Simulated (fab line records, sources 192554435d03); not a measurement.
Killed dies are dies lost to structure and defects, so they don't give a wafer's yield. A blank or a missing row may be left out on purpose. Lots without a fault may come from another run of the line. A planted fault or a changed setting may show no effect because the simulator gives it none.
Chamber matching | flow n5_finfet | N5_BEOL_M9_ETCH_62 on rie_diel-05: 4 sister chambers
The step etches SOC in N2/H2, target depth 110 nm, overetch 22 nm, time 165 s. 4 wafers are shown with their chamber, then 11 later ones without.

WAFERS WITH THEIR CHAMBER
wafer  | chamber | showerhead_plenum_p_Torr (Torr)
L085.3 | 0       | 2.50
L085.6 | 1       | 2.50
L088.4 | 3       | 2.42
L091.1 | 2       | 2.68

WAFERS WITHOUT THEIR CHAMBER
wafer  | showerhead_plenum_p_Torr (Torr)
L091.4 | 2.49
L091.5 | 2.68
L092.1 | 2.41
L092.2 | 2.68
L092.5 | 2.68
L093.1 | 2.41
L093.3 | 2.49
L093.4 | 2.49
L096.1 | 2.49
L096.4 | 2.41
L096.5 | 2.41

WHICH CHAMBER EACH WENT THROUGH
wafer  | from the rows above     | in truth
L091.4 | can't be placed: 0 or 1 | 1
L091.5 | 2                       | 2
L092.1 | 3                       | 3
L092.2 | 2                       | 2
L092.5 | 2                       | 2
L093.1 | 3                       | 3
L093.3 | can't be placed: 0 or 1 | 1
L093.4 | can't be placed: 0 or 1 | 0
L096.1 | can't be placed: 0 or 1 | 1
L096.4 | 3                       | 3
L096.5 | 3                       | 3
Placed correctly: 7 of 11. Can't be placed from these rows: 4 (the true chamber is among the candidates in 4). Placed wrongly: 0.
How it was worked out, from the rows above alone: a wafer's distance from a chamber is the root of the sum, over the readings, of the square of ((its reading less the chamber's mean) divided by the reading's scatter). The wafer belongs to the nearest chamber; if the next one is less than 2 further off, it can't be placed. A chamber's mean is the mean of its shown wafers. The scatter: with one shown wafer a chamber, the root of the mean of the squares of how far each hidden wafer lies from its nearest shown one.
